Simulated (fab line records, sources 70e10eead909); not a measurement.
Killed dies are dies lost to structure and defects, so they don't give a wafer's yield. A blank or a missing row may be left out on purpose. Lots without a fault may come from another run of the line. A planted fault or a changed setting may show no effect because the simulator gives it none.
fab line records | flow nand_harc
record lots=6 wafers=18 last_day=33
route steps=1302 shown A_BLC@1130 A_M0@1137 END@1302
lots that met no fault: from a run of the same line without faults
start_h: hours from the record's first day to the start of the lot's first wafer shown | wait_h: hours since the lot's step before | " the same as in the row above | L1.1+2: a row that stands for several wafers | - no value, or no start given | * or withheld: withheld | < > ~ a bound
route shown NAME@n: a module of which the file shows steps, and the number in the route of the first | usual: mean/standard deviation of fault-free wafers | same: alike in all rows | chamber/n: place in a boat | sites: the reading at each site | _std_site: their standard deviation | _edge_site: outer sites' mean less inner sites' | radius_mm: how far each site lies from the wafer's centre | mask NAME#n: copy n | behind: the tool/chamber that last shaped the wafer | hold: why the lot was held/for how many hours/how that ended | device: the transistor (n, p or np) that didn't switch | end of line: the same wafers' tests at the end of the route | a step without rows: its recipe alone | killed: dies lost to structure and defects at the first sort, not the wafer's yield | map: a wafer's dies, x killed, . not, _ none there
set.NAME: the setting as run; set.NAME@STEP: as run at that earlier step | model.NAME: the simulator's own value behind a step, which no gauge read
lots at some steps of the route; a table a step, a row a wafer
services: from which hour (start_h, from the record's first day; less than 0 if before it) a tool's chamber was out of use, for how many hours, and why
## steps
# step NHARC_A_BLC_PVD_32
# recipe target_thk_a=50 chamber_pressure_pa=5 power_w=5000 substrate_temp_c=200 time_s=17.7 material=Ti
# usual cathode_dc_power_W=5000.0/0.9 throttle_valve_pct=29.6/1.3
# columns lot.wafer tool chamber start_h wait_h cathode_dc_power_W throttle_valve_pct
L578.3 pvd_sputter-01 - - - 4999.4 29.7
L578.4 " - " " 4999.8 30.6
L578.5 " - " " 5000.7 30.1
L579.1 pvd_sputter-03 - - - 5000.5 30.3
L579.4 " - " " 4999.6 31.8
L579.3 " - " " 5001.0 30.3
L589.1 pvd_sputter-02 - - - 5000.6 30.2
L589.3 " - " " 5001.2 29.6
L589.6 " - " " 5001.6 29.1
L592.2 pvd_sputter-02 - - - 4999.8 29.2
L592.3 " - " " 4998.0 30.1
L592.5 " - " " 4998.7 31.4
L595.1 pvd_sputter-03 - - - 5000.2 30.9
L595.2 " - " " 5001.0 29.1
L595.6 " - " " 5001.2 30.6
L597.1 pvd_sputter-01 - - - 5001.6 29.2
L597.2 " - " " 5000.4 31.2
L597.5 " - " " 5001.1 29.2
# step NHARC_A_BLC_ALD_23
# recipe target_thk_a=30 pulse_time_s=1 ald_cycles=150 temp_c=450 material=TiN
# usual heater_power_w=1051/50 precursor_pulse_height_rel=1.000/0.021
# same pulse_time_s=1
# columns lot.wafer tool chamber start_h wait_h heater_power_w precursor_pulse_height_rel since_wet_clean_h
L578.4 ald_metal-02 3 544.62 - 1049 0.991 103
L578.3 " 2 " " 1068 0.997 103
L578.5 " 0 " " 1052 1.016 -
L579.1 ald_metal-02 2 586.94 - 1068 1.042 145
L579.4 " 3 " " 1023 0.995 145
L579.3 " 0 " " 1030 1.023 145
L589.3 ald_metal-04 1 670.20 - 1104 1.000 8
L589.1 " 2 " " 1088 0.972 8
L589.6 " 1 " " 1090 1.016 -
L592.2 ald_metal-02 2 693.26 - 1058 0.953 73
L592.3 " 0 " " 997 1.004 73
L592.5 " 2 " " 1066 1.025 -
L595.1 ald_metal-01 3 726.39 - 1089 1.003 12
L595.2 " 2 " " 963 1.008 12
L595.6 " 3 " " 1138 1.009 -
L597.1 ald_metal-04 3 741.42 - 1079 1.034 79
L597.2 " 2 " " 1102 1.000 80
L597.5 " 0 " " 1102 1.002 -
# step NHARC_A_BLC_CVD_24
# recipe target_thk_a=1500 temp_c=300 pressure_torr=40 wf6_flow_sccm=40 h2_flow_sccm=1600 ar_flow_sccm=1560 time_s=434 material=W
# usual heater_power_w=440/26 mfc_ar_sccm=1559/4.3 throttle_valve_pct=8.26/0.28
# columns lot.wafer tool chamber start_h wait_h heater_power_w mfc_ar_sccm since_wet_clean_h throttle_valve_pct
L578.4 cvd_w-01 0 - - 427 1556 - 8.52
L578.3 " 1 " " 474 1560 - 8.55
L578.5 " 0 " " 422 1559 - 8.58
L579.1 cvd_w-02 1 - - 403 1556 124 7.96
L579.4 " 0 " " 429 1556 - 8.56
L579.3 " 1 " " 403 1565 - 7.94
L589.1 cvd_w-01 1 - - 479 1567 110 8.41
L589.3 " 1 " " 457 1556 - 8.46
L589.6 " 0 " " 442 1553 - 8.30
L592.2 cvd_w-02 0 - - 467 1556 49 8.02
L592.3 " 0 " " 450 1563 - 7.75
L592.5 " 0 " " 456 1558 - 7.96
L595.2 cvd_w-01 0 - - 462 1557 167 8.36
L595.1 " 1 " " 465 1563 167 8.59
L595.6 " 1 " " 472 1566 - 8.58
L597.1 cvd_w-01 0 - - 440 1562 1 8.22
L597.2 " 1 " " 477 1559 1 8.25
L597.5 " 1 " " 488 1558 - 8.20
# step NHARC_A_BLC_CMP_25
# recipe t_overpolish_s=30 target_thk_nm=150
# usual motor_current_A=11.9/1.1 overpolish_run_s=30.001/0.0093 slurry_flow_ml_min=150.0/0.44 time_to_endpoint_s=31.0/2.8
# columns lot.wafer tool chamber start_h wait_h motor_current_A overpolish_run_s slurry_flow_ml_min time_to_endpoint_s
L578.4 cmp-02 3 545.35 0.3 11.3 30.014 150.7 31.9
L578.3 " 1 " " 10.8 29.993 150.1 35.2
L578.5 " 0 " " 13.0 29.988 149.7 31.7
L579.4 cmp-04 0 587.65 0.3 12.1 30.017 150.0 28.3
L579.3 " 1 " " 13.2 30.015 149.7 29.6
L579.1 " 2 " " 12.8 30.010 149.9 26.8
L589.1 cmp-01 1 670.93 0.5 14.0 30.001 150.0 29.8
L589.3 " 3 " " 13.4 29.995 149.6 29.9
L589.6 " 2 " " 10.4 30.003 149.6 32.4
L592.3 cmp-02 2 694.07 0.4 10.7 29.992 151.4 34.1
L592.2 " 3 " " 11.3 29.990 150.2 33.9
L592.5 " 0 " " 12.3 29.997 150.7 31.9
L595.1 cmp-02 0 727.14 0.4 12.9 30.017 149.1 25.2
L595.2 " 1 " " 11.0 29.997 150.3 30.4
L595.6 " 3 " " 11.0 30.003 150.2 28.7
L597.2 cmp-01 1 742.15 0.4 12.9 30.006 149.8 30.1
L597.1 " 2 " " 10.6 29.996 149.4 30.0
L597.5 " 1 " " 12.7 29.992 149.4 30.4
# step NHARC_A_BLC_SRD_27
# step NHARC_A_BLC_INSPECT_28
# usual raw_defect_count=527/140
# columns lot.wafer tool chamber start_h wait_h raw_defect_count
L578.3 defect_inspect-02 - 545.75 0.1 373
L578.4 " - " " 477
L578.5 " - " " 460
L579.1 defect_inspect-01 - 588.05 0.1 455
L579.3 " - " " 595
L579.4 " - " " 566
L589.1 defect_inspect-02 - 671.34 0.1 420
L589.3 " - " " 470
L589.6 " - " " 399
L592.2 defect_inspect-01 - 694.43 0.1 408
L592.3 " - " " 460
L592.5 " - " " 409
L595.1 defect_inspect-01 - 727.52 0.1 404
L595.2 " - " " 564
L595.6 " - " " 460
L597.1 defect_inspect-01 - 742.56 0.1 447
L597.2 " - " " 319
L597.5 " - " " 646
# step NHARC_A_M0_DEP_00
# recipe target_thk_a=1500 target_thk_nm=150 temp_c=withheld pressure_torr=5 flow_sccm=200 rf_w=600 material=SiOC
# step NHARC_A_M0_DEHYDRATE_01
# recipe temp_c=150 time_s=120
# step NHARC_A_M0_HMDS_02
# recipe time_s=30
# step NHARC_A_M0_COAT_33
# recipe temp_c=200 time_s=65
# step NHARC_A_M0_COAT_03
# recipe spin_rpm=1500 resist_thk_nm=90
# step NHARC_A_M0_SOFTBAKE_04
# recipe temp_c=105 time_s=55
# usual chill_plate_temp_C=22.99/0.11 heater_power_total_W=188.45/0.14 resist_line_temp_C=23.03/0.11
# columns lot.wafer tool chamber start_h wait_h chill_plate_temp_C heater_power_total_W resist_line_temp_C
L578.3 litho_track-01 0 546 - 22.62 188.31 22.94
L578.4 " 0 " " 22.80 188.26 22.91
L578.5 " 0 " " 22.67 188.30 23.02
L579.1 litho_track-04 0 588 - 22.98 188.50 23.03
L579.3 " 0 " " 22.84 188.44 22.95
L579.4 " 0 " " 23.03 188.60 23.02
L589.1 litho_track-04 0 671 - 23.02 174.97 23.11
L589.3 " 0 " " 23.08 175.16 22.98
L589.6 " 0 " " 23.11 175.08 23.05
L592.2 litho_track-04 0 694 - 23.11 175.05 23.08
L592.3 " 0 " " 23.14 175.40 22.93
L592.5 " 0 " " 23.19 175.27 23.20
L595.1 litho_track-01 0 727 - 23.05 188.32 23.18
L595.2 " 0 " " 23.11 188.39 23.17
L595.6 " 0 728 - 22.91 188.47 23.07
L597.1 litho_track-01 0 743 - 22.95 188.47 23.00
L597.2 " 0 " " 22.87 188.45 23.07
L597.5 " 0 " " 23.08 188.67 23.12
# step NHARC_A_M0_EBR_05
# step NHARC_END_SORT_01
# recipe temp_c=25
# usual defect_limited_yield=90.9/2.8 killed_at_array=57/20 killed_at_other=1.3/1.4 killed_at_periphery=3.4/2.4 killed_dies=61/19 killed_open=2.9/1.8 killed_short=2.5/1.6
# same gross_dies=677
# columns lot.wafer tool chamber start_h wait_h defect_limited_yield[%] killed_at_array killed_at_other killed_at_periphery killed_dies killed_open killed_short
L578.3 prober-02 0 590.54 3.1 90.0 65 0 3 68 2 1
L578.4 prober-02 0 591.32 3.4 89.2 70 0 3 73 3 2
L578.5 prober-02 0 592.11 3.6 87.9 78 0 4 82 4 6
L579.1 prober-01 0 627.65 2.5 90.8 53 4 5 62 3 4
L579.3 prober-01 0 629.24 3.1 91.0 54 0 7 61 6 2
L579.4 prober-01 0 630.04 3.4 91.9 48 2 5 55 2 0
L589.1 prober-02 0 711.84 2.5 91.3 55 0 4 59 6 2
L589.3 prober-02 0 713.45 3.1 92.0 51 0 3 54 1 3
L589.6 prober-02 0 715.87 4.0 91.4 56 0 2 58 4 5
L592.2 prober-01 0 735.19 2.8 93.1 41 2 4 47 1 5
L592.3 prober-01 0 735.98 3.1 93.9 33 2 6 41 3 2
L592.5 prober-01 0 737.55 3.6 92.3 48 1 3 52 6 6
L595.1 prober-01 0 778.26 2.5 90.0 62 2 4 68 3 1
L595.2 prober-01 0 779.06 2.8 90.5 59 3 2 64 4 2
L595.6 prober-01 0 782.25 4.0 87.7 74 6 3 83 1 2
L597.1 prober-01 0 786.06 2.5 93.1 40 3 4 47 2 3
L597.2 prober-01 0 786.85 2.8 93.9 35 4 2 41 4 3
L597.5 prober-01 0 789.22 3.7 92.2 47 4 2 53 3 3
# killed by level:class
L578.3 A_SLIT:chamber_film_flake=30 A_CHANNEL_HOLE_D1:chamber_film_flake=25 A_CHANNEL_HOLE_D2:chamber_film_flake=6 P_STI:chamber_film_flake=2 A_CHANNEL_HOLE_D2:geometric_particle:open=1 A_WL_FILL:geometric_particle:short=1 A_M0:geometric_particle:open=1 P_ZERO_WELL:chamber_film_flake=1
L578.4 A_CHANNEL_HOLE_D1:chamber_film_flake=32 A_SLIT:chamber_film_flake=26 A_CHANNEL_HOLE_D2:chamber_film_flake=6 A_CONTACT:geometric_particle:open=2 P_GATE:geometric_particle:open=1 A_CHANNEL_FILL_D1:geometric_particle:short=1 A_CHANNEL_HOLE_D2:geometric_particle:short=1 P_ZERO_WELL:chamber_film_flake=1
L578.5 A_CHANNEL_HOLE_D1:chamber_film_flake=34 A_SLIT:chamber_film_flake=27 A_CHANNEL_HOLE_D2:chamber_film_flake=6 A_CONTACT:chamber_film_flake=2 P_GATE:geometric_particle:short=1 P_GATE:geometric_particle:open=1 P_M0:geometric_particle:short=1 A_CHANNEL_FILL_D1:geometric_particle:open=1
L579.1 A_SLIT:chamber_film_flake=26 A_CHANNEL_HOLE_D2:chamber_film_flake=10 P_BONDPAD:chamber_film_flake=5 A_STAIRCASE:chamber_film_flake=5 THIN_TSV:chamber_film_flake=4 A_CHANNEL_FILL_D1:chamber_film_flake=2 A_CHANNEL_HOLE_D1:geometric_particle:open=1 A_CHANNEL_FILL_D1:geometric_particle:open=1
L579.3 A_SLIT:chamber_film_flake=30 A_CHANNEL_HOLE_D2:chamber_film_flake=10 A_CHANNEL_HOLE_D1:chamber_film_flake=3 A_CHANNEL_FILL_D1:geometric_particle:short=2 P_BONDPAD:chamber_film_flake=2 A_STAIRCASE:chamber_film_flake=2 A_WL_FILL:chamber_film_flake=2 P_GATE:geometric_particle:open=1
L579.4 A_SLIT:chamber_film_flake=31 A_CHANNEL_HOLE_D2:chamber_film_flake=9 P_BONDPAD:chamber_film_flake=4 A_CHANNEL_HOLE_D1:chamber_film_flake=3 A_CHANNEL_FILL_D1:chamber_film_flake=3 THIN_TSV:chamber_film_flake=2 A_ONON_D2:geometric_particle:open=1 A_M0:geometric_particle:open=1
L589.1 A_SLIT:chamber_film_flake=24 A_CHANNEL_HOLE_D1:chamber_film_flake=11 A_CONTACT:chamber_film_flake=8 P_ZERO_WELL:chamber_film_flake=2 A_STAIRCASE:chamber_film_flake=2 A_SGD_CUT:chamber_film_flake=2 P_M0:geometric_particle:open=1 A_ONON_D1:geometric_particle:open=1
L589.3 A_SLIT:chamber_film_flake=27 A_CONTACT:chamber_film_flake=7 A_CHANNEL_HOLE_D1:chamber_film_flake=6 A_STAIRCASE:chamber_film_flake=4 P_M0:chamber_film_flake=2 A_ONON_D2:geometric_particle:short=1 A_CHANNEL_FILL_D2:geometric_particle:short=1 A_SGD_CUT:geometric_particle:open=1
L589.6 A_SLIT:chamber_film_flake=28 A_CONTACT:chamber_film_flake=7 A_CHANNEL_HOLE_D1:chamber_film_flake=6 A_SGD_CUT:chamber_film_flake=4 A_SOURCE_PLATE:geometric_particle:open=2 A_ONON_D2:geometric_particle:open=2 A_WL_FILL:chamber_film_flake=2 P_CONTACT:geometric_particle:short=1
L592.2 A_CHANNEL_HOLE_D2:chamber_film_flake=21 A_CHANNEL_HOLE_D1:chamber_film_flake=11 A_SLIT:chamber_film_flake=3 A_DECK1_JOINT:geometric_particle:short=2 THIN_TSV:chamber_film_flake=2 P_M0:geometric_particle:short=1 P_M2:geometric_particle:short=1 A_ONON_D2:geometric_particle:open=1
L592.3 A_CHANNEL_HOLE_D2:chamber_film_flake=19 A_CHANNEL_HOLE_D1:chamber_film_flake=9 P_CONTACT:geometric_particle:open=2 P_M2:chamber_film_flake=2 A_SLIT:chamber_film_flake=2 P_STI:geometric_particle:open=1 A_WL_FILL:geometric_particle:short=1 P_STI:chamber_film_flake=1
L592.5 A_CHANNEL_HOLE_D2:chamber_film_flake=25 A_SLIT:chamber_film_flake=5 A_CHANNEL_HOLE_D1:chamber_film_flake=5 A_ONON_D1:geometric_particle:short=4 A_DECK1_JOINT:chamber_film_flake=2 P_CONTACT:geometric_particle:open=1 A_ONON_D1:geometric_particle:open=1 A_CHANNEL_HOLE_D1:geometric_particle:short=1
L595.1 A_CHANNEL_HOLE_D2:chamber_film_flake=22 A_CHANNEL_HOLE_D1:chamber_film_flake=17 A_SLIT:chamber_film_flake=12 A_CONTACT:chamber_film_flake=5 P_GATE:chamber_film_flake=3 A_CHANNEL_FILL_D2:chamber_film_flake=2 THIN_TSV:chamber_film_flake=2 P_M0:geometric_particle:open=1
L595.2 A_SLIT:chamber_film_flake=23 A_CHANNEL_HOLE_D2:chamber_film_flake=16 A_CHANNEL_HOLE_D1:chamber_film_flake=8 A_CONTACT:chamber_film_flake=5 THIN_TSV:chamber_film_flake=3 P_STI:chamber_film_flake=2 A_ONON_D1:geometric_particle:short=1 A_DECK1_JOINT:geometric_particle:open=1
L595.6 A_SLIT:chamber_film_flake=37 A_CHANNEL_HOLE_D2:chamber_film_flake=17 A_CHANNEL_HOLE_D1:chamber_film_flake=10 THIN_TSV:chamber_film_flake=6 A_CONTACT:chamber_film_flake=4 A_WL_FILL:chamber_film_flake=3 P_GATE:chamber_film_flake=2 A_CHANNEL_FILL_D1:geometric_particle:short=1
L597.1 A_CHANNEL_HOLE_D1:chamber_film_flake=12 A_SLIT:chamber_film_flake=9 A_CONTACT:chamber_film_flake=6 A_STAIRCASE:chamber_film_flake=4 A_M0:chamber_film_flake=3 THIN_TSV:chamber_film_flake=3 P_BONDPAD:chamber_film_flake=2 A_CHANNEL_FILL_D2:chamber_film_flake=2
L597.2 A_CHANNEL_HOLE_D1:chamber_film_flake=17 A_STAIRCASE:chamber_film_flake=4 A_SLIT:chamber_film_flake=4 THIN_TSV:chamber_film_flake=4 A_CONTACT:chamber_film_flake=3 A_ONON_D1:geometric_particle:open=2 P_STI:geometric_particle:short=1 P_GATE:geometric_particle:open=1
L597.5 A_CHANNEL_HOLE_D1:chamber_film_flake=18 A_STAIRCASE:chamber_film_flake=7 A_SLIT:chamber_film_flake=6 THIN_TSV:chamber_film_flake=4 A_CHANNEL_HOLE_D2:chamber_film_flake=3 A_CONTACT:chamber_film_flake=3 A_M0:chamber_film_flake=3 P_M0:geometric_particle:open=1
## services
# columns tool chamber start_h hours kind
cmp-02 - 526.51 4.0 pm
pvd_sputter-01 - 527.98 5.3 repair
pvd_sputter-03 - 534.32 10.0 pm
cvd_w-01 - 547.02 13.0 pm
litho_track-04 - 553.00 7.0 pm
cmp-01 - 558.87 1.4 repair
cmp-01 - 564.31 5.2 repair
pvd_sputter-01 - 582.00 10.0 pm
cmp-01 - 584.33 1.9 repair
cmp-01 - 590.08 4.0 pm
cmp-01 - 599.78 0.9 repair
ald_metal-04 - 604.32 1.0 repair
ald_metal-04 1 606.40 1.7 repair
ald_metal-02 - 610.00 10.0 pm
cvd_w-01 0 619.05 10.6 repair
cmp-02 - 619.45 0.8 repair
cmp-02 - 624.51 4.0 pm
cvd_w-02 - 631.33 13.0 pm
ald_metal-02 3 671.78 21.9 repair
litho_track-01 - 680.00 7.0 pm
cmp-02 - 683.48 0.8 repair
cmp-02 - 722.51 4.0 pm
litho_track-04 - 728.00 7.0 pm
cvd_w-01 - 728.02 13.0 pm
## key
first_sign step=NHARC_A_M0_SOFTBAKE_04 reading=heater_power_total_W direction=down sigmas=98 usual=* struck=*
effect none on later readings
met_at NHARC_A_M0_SOFTBAKE_04
struck_wafers L589.1,L589.3,L589.6,L592.2,L592.3,L592.5
onset_between 588 671
fault kind=process_parameter_drift tool=litho_track-04 chamber=- onset_h=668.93 steps=NHARC_A_M0_SOFTBAKE_04 channel=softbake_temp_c offset=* shape=step end_h=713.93 acts_in=* stated=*
